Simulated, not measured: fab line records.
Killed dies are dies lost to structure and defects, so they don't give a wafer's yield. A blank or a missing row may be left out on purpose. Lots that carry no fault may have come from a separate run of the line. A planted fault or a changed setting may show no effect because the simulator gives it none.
Problem report, 8D (eight disciplines) form, completed by code :: flow nandHarc :: the parts of the form that need people (team, actions taken, sign-off) are left out

## 1. THE ISSUE
A mean of 19.0 is read at NHARC_END_SORT_01 for killedAtPeriphery, taken on 1 wafer of 1 lot, against 2.7 (standard deviation 1.9) on wafers free of any fault. Relative to the usual mean, that is a shift of +8.6 standard deviations.
Seen first at day 22 16:40 on prober-02, wafer L352.1. The record has a number at this step for 18 wafers belonging to 6 lots. By rule, "out" or "out of limits" means more than 4 standard deviations away from the usual mean. Any other wafer with a number is counted as sound.

## 2. WHAT IT IS; WHAT IT IS NOT
question: which readings at this step
is: killedAtPeriphery
is not: killedAtArray, killedAtOther, killedOpen, killedShort, sort_bin_3_pct, sort_bin_4_pct

question: which lots
is: L352
is not: L342, L344, L346, L347, L348

question: which wafers of those lots
is: L352.1
is not: L352.2, L352.4

question: read on which gauges
is: prober-02
is not: prober-01

question: when
is: from day 22 16:40
is not: up to then (15 sound wafers); but 2 sound wafers of L352 came after

## 3. WHAT RULES OUT EACH SUSPECT
Counting: if a tool at a process step up to the reading ran every lot that is out, it stays a suspect. Sound lots after the first of them don't rule it out here, since some wafers of a struck lot are sound.
- ruled out: the gauge at NHARC_END_SORT_01. All the wafers that are out were read on prober-02, but those of them that NHARC_P_M1_ETCH_15 has rows for are out there too, on other tools.
- cmp-01 at NHARC_P_M0_CMP_23 (polishes, t overpolish 20 s, target thk 117.53 nm): kept. The lot that is out, L352, ran on it at day 9 08:04; the last sound lot it ran before that was L347, at day 7 08:56.
- rieDiel-07 at NHARC_P_M1_ETCH_15 (etches the open film in C4F8/Ar, target depth 182.5 nm, time 91.2 s): kept. The lot that is out, L352, ran on it at day 9 10:29; the last sound lot it ran before that was L348, at day 7 19:49. Its own readings are out on those wafers: runLengthS.
- pvdSputter-03 at NHARC_P_M1_DEGAS_29 (time 60 s): kept. The lot that is out, L352, ran on it at day 9 11:19; the last sound lot it ran before that was L347, at day 7 12:00.
- cmp-01, NHARC_P_M0_CMP_23: wafers that are out in chamber 2, sound lot-mates in chambers 0, 1.
- rieDiel-07, NHARC_P_M1_ETCH_15: wafers that are out in chamber 0, sound lot-mates in chambers 1, 3.
The count leaves cmp-01 at NHARC_P_M0_CMP_23, rieDiel-07 at NHARC_P_M1_ETCH_15, and pvdSputter-03 at NHARC_P_M1_DEGAS_29.

## 4. THE CAUSE (what the simulator had put in)
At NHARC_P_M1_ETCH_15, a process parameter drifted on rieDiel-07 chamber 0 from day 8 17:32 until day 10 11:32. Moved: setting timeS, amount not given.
Of the 3 suspects that counting leaves, this tool is one.

## 5. THE EFFECT CHAIN, in route order
Each row: a reading whose mean over the struck wafers that have a number lies more than 3 standard deviations from the usual. Only readings whose record carries a usual standard deviation are examined. hours: median over the lots of the time between each lot's start at the first step of this table that gives one and its start at this step. sigmas: the change, counted in usual standard deviations.
hours: 0
step: NHARC_P_M1_ETCH_15
reading: runLengthS
usual: 112.5 s
on struck wafers: 103.3
change: -9.2
sigmas: -26

hours: 318
step: NHARC_END_SORT_01
reading: killedAtPeriphery
usual: 2.7
on struck wafers: 19.0
change: +16.3
sigmas: +8.6

hours: 318
step: NHARC_END_SORT_01
reading: sortRimYieldPct
usual: 95 %
on struck wafers: 85
change: -10
sigmas: -3.2
Process steps it contains:
- NHARC_P_M1_ETCH_15: etches the open film in C4F8/Ar, target depth 182.5 nm, time 91.2 s.

## 6. WHAT WOULD HAVE CAUGHT IT SOONER
In this record the first reading out of limits at a measuring or inspecting step was taken at day 22 16:40, 335 hours after the fault began at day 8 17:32.
Tool's own readings at NHARC_P_M1_ETCH_15, runLengthS: out on all struck wafers the step has rows for; an alarm limit on them would have tripped on the first.
All the lots that are out (1) had begun NHARC_P_M1_ETCH_15 on rieDiel-07 by day 22 16:40. Had the tool been put on hold then, not one of them would have been saved.
